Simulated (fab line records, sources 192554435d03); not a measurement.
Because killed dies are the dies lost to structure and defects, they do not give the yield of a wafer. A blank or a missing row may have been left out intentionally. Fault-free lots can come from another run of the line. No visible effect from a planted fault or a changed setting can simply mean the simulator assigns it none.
Struck lot and sound lot, side by side | flow n5Finfet | 40 out of 1938 route steps
Sound: wafers L200.1, L200.2, L200.5. Struck: wafer L215.6. (L215.3 of the same lot was not struck and is left out.) The cause comes at the end.
Each step with rows lists, per side, the tool, then ch with its chambers, then its first start. Under that, the readings that differ: sound wafers | struck wafers | difference of the means | sigmas: that difference in standard deviations of wafers without a fault.
alike: a reading whose means differ by less than 2 such deviations, as well as words and numbers matching on both sides. not compared: withheld readings; readings where some wafer has no value; bounds like >300 that might hide an equal value; numbers whose values overlap and for which the record gives no deviation.
The two part at a step that has a row with sigmas, a row that says differs or no value, or rows on one side only. Numbers that have no deviation but don't overlap get no sigmas and don't part them. A reading missing from all wafers of one side parts the sides only when that side holds two or more wafers.

first, 12 steps without rows for these wafers: N5_MOL_CONTACT_COAG_PRECLEAN_111 (cleans in NF3:NH3, afs cycles 1, time 20 s, sublimation time 60 s); N5_MOL_CONTACT_COAG_TI_SIL_19 (material Ti, target thk 4.2 nm, time 15 s); N5_MOL_CONTACT_COAG_ALD_20 (deposits TiN, target thk 1.5 nm, pulse time 1 s, purge time 3 s); N5_MOL_CONTACT_COAG_SIL_ANNEAL_21 (time 60 s); N5_MOL_CONTACT_COAG_PRE_CLEAN_141 (time 60 s); N5_MOL_CONTACT_COAG_SPUTTER_143 (material Co, target thk 2.5 nm); N5_MOL_CONTACT_COAG_CO_FILL_22 (material Co, precursor CCTBA/H2, target thk 20 nm); N5_MOL_CONTACT_COAG_ANNEAL_113 (time 300 s); N5_MOL_CONTACT_COAG_PRE_CLEAN_142 (time 60 s); N5_MOL_CONTACT_COAG_SPUTTER_130 (material Co, target thk 47.5 nm); N5_MOL_CONTACT_COAG_PRECLEAN_125 (cleans in DIW, time 57.5 s); N5_MOL_CONTACT_COAG_SRD_126 (dry time 32 s).
N5_MOL_CONTACT_COAG_CMP_23: polishes, stops on SiO2, t overpolish 1.5 s, target thk 0 nm.
  sound on cmp-02 ch 0,1,3, day 5 09:44; struck on cmp-02 ch 0, day 9 09:45
reading                                      | sound          | struck | difference | sigmas
timeToEndpointS (s)                          | 8.4 11.1 11.0  | 22.4   | +12.2      | +5
model.SiNx_of_GATE_CUT_SAC_CAP_01.thkNm (nm) | 18.4 18.4 18.2 | 19.2   | +0.9       | 
  alike: motorCurrentA, overpolishRunS
then, 3 steps without rows for these wafers: N5_MOL_CONTACT_COAG_WET_ETCH_26 (target Co, target depth 13 nm); N5_MOL_CONTACT_COAG_WET_ETCH_116 (etches the open film in SC1-inhibited, target depth 4.6 nm, rinse time 30 s); N5_MOL_CONTACT_COAG_ALD_27 (deposits SiOC, target thk 17 nm, pulse time 1.5 s, time 2720 s).
N5_MOL_CONTACT_COAG_CMP_28: polishes, stops on SiNx, t overpolish 0.85 s, target thk 14.522 nm.
  sound on cmp-02 ch 0,2,3, day 5 12:09; struck on cmp-01 ch 1, day 9 12:04
reading                                      | sound      | struck | difference | sigmas
model.SiNx_of_GATE_CUT_SAC_CAP_01.thkNm (nm) | 18 18 17.8 | 18.8   | +0.9       | 
  alike: motorCurrentA
N5_MOL_CONTACT_COAG_THK_MEAS_29:
  sound: filmMetro-01 at day 5 12:25; struck: filmMetro-01 at day 9 12:19
reading         | sound             | struck | difference | sigmas
MD_CAP_THK (nm) | 18.05 17.98 17.84 | 18.83  | +0.87      | +9
then, 19 steps without rows for these wafers: N5_MOL_CONTACT_COAG_ALD_123 (deposits SiNx, target thk 5 nm, pulse time 1 s, purge time 2 s); N5_MOL_CONTACT_COAG_PECVD_31 (deposits SiO2 from TEOS/O2, target thk 46 nm, time 8.9 s); N5_MOL_CONTACT_COAG_COAT_75 (time 60 s, resist thk 60 nm); N5_MOL_CONTACT_COAG_COAT_76 (time 60 s, resist thk 10 nm); N5_MOL_CONTACT_COAG_COAT_77 (time 60 s, resist thk 10 nm); N5_MOL_CONTACT_COAG_COAT_78 (resist thk 40 nm); N5_MOL_CONTACT_COAG_EBR_80; N5_MOL_CONTACT_COAG_SOFTBAKE_79 (time 60 s); N5_MOL_CONTACT_COAG_EXPOSE_81 (exposes mask VG, defocus 0 nm); N5_MOL_CONTACT_COAG_PEB_82 (peb time 60 s); N5_MOL_CONTACT_COAG_DEVELOP_83 (develop time 30 s); N5_MOL_CONTACT_COAG_DESCUM_88 (chemistry O2, time 7 s); N5_MOL_CONTACT_COAG_ETCH_89 (etches underlayer in N2/H2, target depth 13 nm, time 10.4 s); N5_MOL_CONTACT_COAG_ETCH_90 (etches SiARC in CF4, target depth 13 nm, time 21.7 s); N5_MOL_CONTACT_COAG_ALD_131 (deposits SiO2, target thk 5 nm, pulse time 1 s, co reactant pulse time 1 s); N5_MOL_CONTACT_COAG_ETCHBACK_132 (etches SiO2 in CHF3, target depth 10 nm, time 6.7 s); N5_MOL_CONTACT_COAG_ETCH_91 (etches SOC in N2/H2, target depth 60 nm, overetch 21 nm, time 101.2 s); N5_MOL_CONTACT_COAG_STRIP_92 (strips in N2/H2); N5_MOL_CONTACT_COAG_STRIP_93 (strips in N2/H2).
N5_MOL_CONTACT_COAG_ETCH_47: etches SiNx in CH3F/O2, stops on W, target depth 27 nm.
  sound on rieDiel-06 ch 2,3, day 5 13:59; struck on rieDiel-05 ch 0, day 9 14:01
reading                                    | sound             | struck | difference | sigmas
drypumpMotorCurrentA (A)                   | 5.0 4.9 5.0       | 6.4    | +1.4       | +2
model.MOL_CONTACT_COAG.featureDepthNm (nm) | 18.6 18.6 18.4    | 19.4   | +0.9       | 
model.etch.depthNm (nm)                    | 18.03 17.98 17.84 | 18.83  | +0.88      | 
  alike: etchRfOnTimeS, oesProductAu, rfVppV, showerheadPlenumPTorr, throttleValvePct
  not compared: rfHoursCounterH, model.etch.tClearS
-- record jumps: 4 days separate the struck wafers' starts on either side; left off in module MOL_CONTACT_COAG, taken up again in module BEOL_M4, whose first shown step is the route's number 1111 --
N5_BEOL_M4_RC_MEAS_101:
  sound on prober-02 ch 0, day 8 07:22; struck on prober-02 ch 0, day 13 05:35
reading       | sound          | struck | difference | sigmas
DIBL_N (mV/V) | 35.2 33.0 31.8 | 38.6   | +5.3       | +3
DIBL_P (mV/V) | 34.8 32.0 31.1 | 39.2   | +6.6       | +3
VT_N (mV)     | 253 256 256    | 247    | -8         | -2
VT_P (mV)     | -249 -253 -256 | -246   | +7         | +2
  alike: IOFF_N, IOFF_P, ION_N, ION_P, SS_N, SS_P
after that, 1 step had no rows for these wafers: N5_PASSIVATION_PROBE_49.

WHERE THEY PART
First at N5_MOL_CONTACT_COAG_CMP_23; last, within this record, at N5_BEOL_M4_RC_MEAS_101.

WHY: the cause the simulator had injected
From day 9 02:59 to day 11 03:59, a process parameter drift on cmp-02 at N5_MOL_CONTACT_COAG_CMP_23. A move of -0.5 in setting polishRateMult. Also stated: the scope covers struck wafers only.
